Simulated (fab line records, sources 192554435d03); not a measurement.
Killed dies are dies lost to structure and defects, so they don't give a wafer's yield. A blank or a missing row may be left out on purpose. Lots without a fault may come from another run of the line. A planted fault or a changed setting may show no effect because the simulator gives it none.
fab line records | flow n5_finfet
record lots=3 wafers=9 last_day=15
route steps=1938 shown BEOL_M1@831 BEOL_M2@841 BEOL_M4@1111
lots that met no fault: from a run of the same line without faults
start_h: hours from the record's first day to the start of the lot's first wafer shown | wait_h: hours since the lot's step before | " the same as in the row above | L1.1+2: a row that stands for several wafers | - no value, or no start given | * or withheld: withheld | < > ~ a bound
route shown NAME@n: a module of which the file shows steps, and the number in the route of the first | usual: mean/standard deviation of fault-free wafers | same: alike in all rows | chamber/n: place in a boat | sites: the reading at each site | _std_site: their standard deviation | _edge_site: outer sites' mean less inner sites' | radius_mm: how far each site lies from the wafer's centre | mask NAME#n: copy n | behind: the tool/chamber that last shaped the wafer | hold: why the lot was held/for how many hours/how that ended | device: the transistor (n, p or np) that didn't switch | end of line: the same wafers' tests at the end of the route | a step without rows: its recipe alone | killed: dies lost to structure and defects at the first sort, not the wafer's yield | map: a wafer's dies, x killed, . not, _ none there
set.NAME: the setting as run; set.NAME@STEP: as run at that earlier step | model.NAME: the simulator's own value behind a step, which no gauge read
lots at some steps of the route; a table a step, a row a wafer
services: from which hour (start_h, from the record's first day; less than 0 if before it) a tool's chamber was out of use, for how many hours, and why
## steps
# step N5_BEOL_M1_ECD_50
# recipe material=Cu target_thk_a=3000
# step N5_BEOL_M1_ANNEAL_51
# recipe temp_c=225 time_s=90 ambient=N2
# step N5_BEOL_M1_CMP_52
# recipe stop_on=SiOC t_overpolish_s=6.8 down_force_psi=1 platen_rpm=50 clearing_platen_down_force_psi=1.5 clearing_platen_rpm=50 post_cmp_clean=cu_alkaline target_thk_nm=40 clearing_platen_pad_velocity_m_s=0.99484 pad_velocity_m_s=0.99484
# step N5_BEOL_M1_PRE_CLEAN_60
# recipe gas=NH3/H2 time_s=15 temp_c=* rf_power_w=300
# step N5_BEOL_M1_CO_CAP_55
# recipe material=Co target_thk_a=20 temp_c=200 precursor=CCTBA/H2 pressure_torr=30 time_s=102.1
# step N5_BEOL_M1_PRE_CLEAN_56
# recipe gas=NH3 time_s=15 temp_c=withheld rf_power_w=300
# step N5_BEOL_M1_DEP_57
# recipe material=SiCN target_thk_a=80 temp_c=withheld precursor=3MS/NH3 pressure_torr=3 rf_w=202 time_s=14
# step N5_BEOL_M2_ILD_DEP_00
# recipe material=SiOC target_thk_a=790 temp_c=350 precursor=DEMS/O2 pressure_torr=5 rf_w=500 time_s=15.3
# step N5_BEOL_M2_PECVD_72
# recipe material=SiO2 target_thk_a=160 temp_c=400 precursor=TEOS/O2 pressure_torr=5.5 rf_w=450 teos_flow_sccm=53.8 gas=O2 flow_sccm=3000 time_s=18
# usual heater_power_w=698/88 showerhead_plenum_p_Torr=8.79/0.048 throttle_valve_pct=22.8/0.89
# columns lot.wafer tool chamber start_h wait_h heater_power_w showerhead_plenum_p_Torr throttle_valve_pct model.SiO2_of_BEOL_M2_PECVD_72.thk_nm
L404.1 pecvd-04 0 181.98 0.0 626 8.77 23.4 16
L404.2 " 2 " " 700 8.69 22.4 16.2
L404.4 " 0 " " 621 8.76 23.3 16.2
L405.1 pecvd-03 1 198.14 0.0 770 8.84 22.4 16
L405.3 " 2 " " 646 8.84 22.5 15.8
L405.4 " 2 " " 627 8.88 22.5 16
L409.3 pecvd-04 2 213.38 0.0 762 8.72 22.7 9.8
L409.5 " 1 " " 676 8.77 22.7 16
L409.6 " 0 " " 603 8.76 23.2 16.4
# step N5_BEOL_M2_HM_DEP_02
# recipe material=TiN target_thk_a=200 temp_c=25 chamber_pressure_pa=0.49996
# step N5_BEOL_M2_COAT_61
# recipe resist=SOC temp_c=250 time_s=60 spin_rpm=1500 resist_thk_nm=60
# step N5_BEOL_M2_COAT_62
# recipe resist=SiARC temp_c=220 time_s=60 spin_rpm=1500 resist_thk_nm=12
# step N5_BEOL_M2_COAT_73
# recipe resist=underlayer temp_c=205 time_s=60 spin_rpm=1500 resist_thk_nm=5
# step N5_BEOL_M2_COAT_05
# recipe resist=CAR-EUV spin_rpm=1500 resist_thk_nm=30
# step N5_BEOL_M2_EBR_07
# recipe solvent=PGMEA ebr_width_mm=1.5
# step N5_BEOL_M2_SOFTBAKE_06
# recipe temp_c=110 time_s=60 resist=CAR-EUV
# step N5_BEOL_M2_EXPOSE_08
# recipe mask_id=M2 na=0.33 source_shape=dipole sigma_inner=0.369 sigma_outer=0.767 polarization=unpolarized dose_mj=41.25
# step N5_BEOL_M2_PEB_09
# recipe peb_temp_c=100 peb_time_s=60 resist=CAR-EUV
# step N5_BEOL_M2_DEVELOP_10
# recipe develop_time_s=30 developer=TMAH resist=CAR-EUV rinse_liquid=surfactant_rinse dry=air_spin dev_temp_c=23
# step N5_BEOL_M2_DESCUM_16
# recipe chemistry=O2 time_s=7 source_power_w=50 bias_power_w=20 pressure_mtorr=20 rf_frequency_hz=2.712e+07 temp_c=40 resist=CAR-EUV o2_flow_sccm=225
# step N5_BEOL_M2_ETCH_74
# recipe chemistry=N2/H2 target=underlayer target_depth_a=65 mask_material=CAR-EUV time_s=5.2 ion_energy_ev=200 pressure_mtorr=30 source_w=840 bias_w=150 n2_flow_sccm=200 h2_flow_sccm=200 ends=cleared
# step N5_BEOL_M2_ETCH_63
# recipe chemistry=CF4 target=SiARC target_depth_a=156 mask_material=CAR-EUV time_s=26 ion_energy_ev=80 pressure_mtorr=40 source_w=545 bias_w=36 Ar_flow_sccm=100 cf4_flow_sccm=100 ends=cleared
# step N5_BEOL_M2_ETCH_64
# recipe chemistry=N2/H2 target=SOC target_depth_a=750 overetch_a=225 mask_material=SiARC temp_c=40 time_s=121.9 ion_energy_ev=200 pressure_mtorr=30 source_w=840 bias_w=150 n2_flow_sccm=200 h2_flow_sccm=200
# step N5_BEOL_M2_STRIP_65
# recipe chemistry=N2/H2 temp_c=40 n2_flow_sccm=200 h2_flow_sccm=200 rf_frequency_hz=6e+07
# step N5_BEOL_M2_STRIP_75
# recipe chemistry=N2/H2 temp_c=40 n2_flow_sccm=200 h2_flow_sccm=200 rf_frequency_hz=6e+07
# step N5_BEOL_M2_STRIP_66
# recipe chemistry=CF4 resist=SiARC power_w=300 bias_power_w=75 pressure_mtorr=50 cf4_flow_sccm=150 rf_frequency_hz=6e+07
# step N5_BEOL_M2_HM_OPEN_17
# recipe chemistry=Cl2/BCl3 target_depth_a=200 overetch_a=60 target=TiN mask_material=SOC ion_energy_ev=150 pressure_mtorr=10 icp_w=1000 bias_w=126 Cl2_flow_sccm=53.25 bcl3_flow_sccm=21.75 Ar_flow_sccm=25
# step N5_BEOL_M2_STRIP_19
# recipe chemistry=O2 power_w=400 temp_c=40 pressure_mtorr=30 rf_frequency_hz=6e+07 bias_power_w=0 overash_fraction=0.2 o2_flow_sccm=225
# step N5_BEOL_M2_COAT_67
# recipe resist=SOC temp_c=250 time_s=60 spin_rpm=1500 resist_thk_nm=60
# step N5_BEOL_M2_COAT_68
# recipe resist=SiARC temp_c=220 time_s=60 spin_rpm=1500 resist_thk_nm=12
# step N5_BEOL_M2_COAT_76
# recipe resist=underlayer temp_c=205 time_s=60 spin_rpm=1500 resist_thk_nm=5
# step N5_BEOL_M2_COAT_22
# recipe resist=CAR-EUV spin_rpm=1500 resist_thk_nm=30
# step N5_BEOL_M2_EBR_24
# recipe solvent=PGMEA ebr_width_mm=1.5
# step N5_BEOL_M2_SOFTBAKE_23
# recipe temp_c=110 time_s=60 resist=CAR-EUV
# step N5_BEOL_M2_HM_STRIP_39
# recipe chemistry=peroxide_tin_strip material=TiN target_depth_a=250 temp_c=50 time_s=158
# usual temp_c=50.00/0.12
# columns lot.wafer tool chamber start_h wait_h temp_c model.SiO2_of_BEOL_M2_PECVD_72.thk_nm
L404.1 wet_bench-01 7 187.48 0.0 49.83 15.8
L404.2 " 5 " " 50.06 16
L404.4 " 4 " " 50.05 16.2
L405.1 wet_bench-03 5 204.07 0.0 50.09 15.8
L405.3 " 4 " " 50.17 15.6
L405.4 " 3 " " 49.88 15.8
L409.3 wet_bench-01 4 219.15 0.0 49.97 9.6
L409.5 " 7 " " 50.15 15.8
L409.6 " 0 " " 49.71 16.2
# step N5_BEOL_M2_CMP_52
# recipe stop_on=SiOC t_overpolish_s=6.8 down_force_psi=1 platen_rpm=50 clearing_platen_down_force_psi=1.5 clearing_platen_rpm=50 post_cmp_clean=cu_alkaline target_thk_nm=40 clearing_platen_pad_velocity_m_s=0.99484 pad_velocity_m_s=0.99484
# usual barrier_field_endpoint_s=24.5/0.54 motor_current_A=6.1/0.45
# columns lot.wafer tool chamber start_h wait_h barrier_field_endpoint_s motor_current_A
L404.4 cmp-02 1 191.05 0.1 25.7 6.5
L404.1 " 2 " " 24.6 6.9
L404.2 " 0 " " 24.8 7.0
L405.3 cmp-04 3 207.53 0.2 24.0 6.0
L405.4 " 0 " " 24.5 5.7
L405.1 " 2 " " 24.7 6.4
L409.3 cmp-03 0 222.64 0.2 16.9 7.0
L409.6 " 3 " " 24.9 5.3
L409.5 " 0 " " 24.3 7.1
# step N5_BEOL_M4_RC_MEAS_101
# usual DIBL_N=36.4/1.2 DIBL_P=36.1/1.6 IOFF_N=0.156/0.024 IOFF_P=0.21/0.031 ION_N=674/11 ION_P=463/6.9 SS_N=71.5/0.5 SS_P=73.2/0.55 VT_N=250.0/2.9 VT_P=-250/3.6
# columns lot.wafer tool chamber start_h wait_h DIBL_N[mV/V] DIBL_P[mV/V] IOFF_N[nA/um] IOFF_P[nA/um] ION_N[uA/um] ION_P[uA/um] SS_N[mV/dec] SS_P[mV/dec] VT_N[mV] VT_P[mV]
L404.1 prober-02 0 222.04 0.0 37.5 36.4 0.172 0.22 685 467 71.2 73.5 246.1 -250
L404.2 " 0 " " 37.3 35.5 0.169 0.21 681 462 71.3 73.1 249.6 -248
L404.4 " 0 " " 36.9 35.9 0.167 0.21 681 466 71.2 73.2 246.6 -248
L405.1 prober-02 0 225.98 0.1 35.2 35.4 0.147 0.20 665 464 71.7 72.7 250.9 -251
L405.3 " 0 " " 33.9 33.3 0.121 0.17 663 458 71.1 72.6 254.2 -253
L405.4 " 0 " " 35.5 35.5 0.149 0.20 664 464 71.2 73.1 251.3 -248
L409.3 prober-02 0 244.21 0.3 36.5 35.6 0.168 0.19 685 453 71.2 73.4 250.4 -253
L409.5 " 0 " " 35.4 34.0 0.138 0.17 663 452 71.2 72.5 250.0 -255
L409.6 " 0 " " 36.7 35.7 0.170 0.19 685 460 71.6 73.4 247.7 -253
## services
# columns tool chamber start_h hours kind
cmp-03 - 167.87 1.6 repair
cmp-03 - 181.19 5.3 repair
cmp-02 - 183.50 0.6 repair
pecvd-04 0 190.36 5.5 scheduled_down
cmp-03 - 208.50 1.8 repair
## key
first_sign step=N5_BEOL_M2_CMP_52 reading=barrier_field_endpoint_s direction=down sigmas=14 usual=24.5 struck=16.9
effect none on later readings
model_effect step=N5_BEOL_M2_PECVD_72 value=SiO2_of_BEOL_M2_PECVD_72.thk_nm without=16 struck=9.8
model_effect step=N5_BEOL_M2_HM_STRIP_39 value=SiO2_of_BEOL_M2_PECVD_72.thk_nm without=15.8 struck=9.6
met_at N5_BEOL_M2_PECVD_72
struck_wafers L409.3
onset_between 181.98 213.38
fault kind=process_parameter_drift tool=pecvd-04 chamber=2 onset_h=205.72 steps=N5_BEOL_M2_PECVD_72 channel=time_s offset=* shape=step end_h=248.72 acts_in=* stated=*
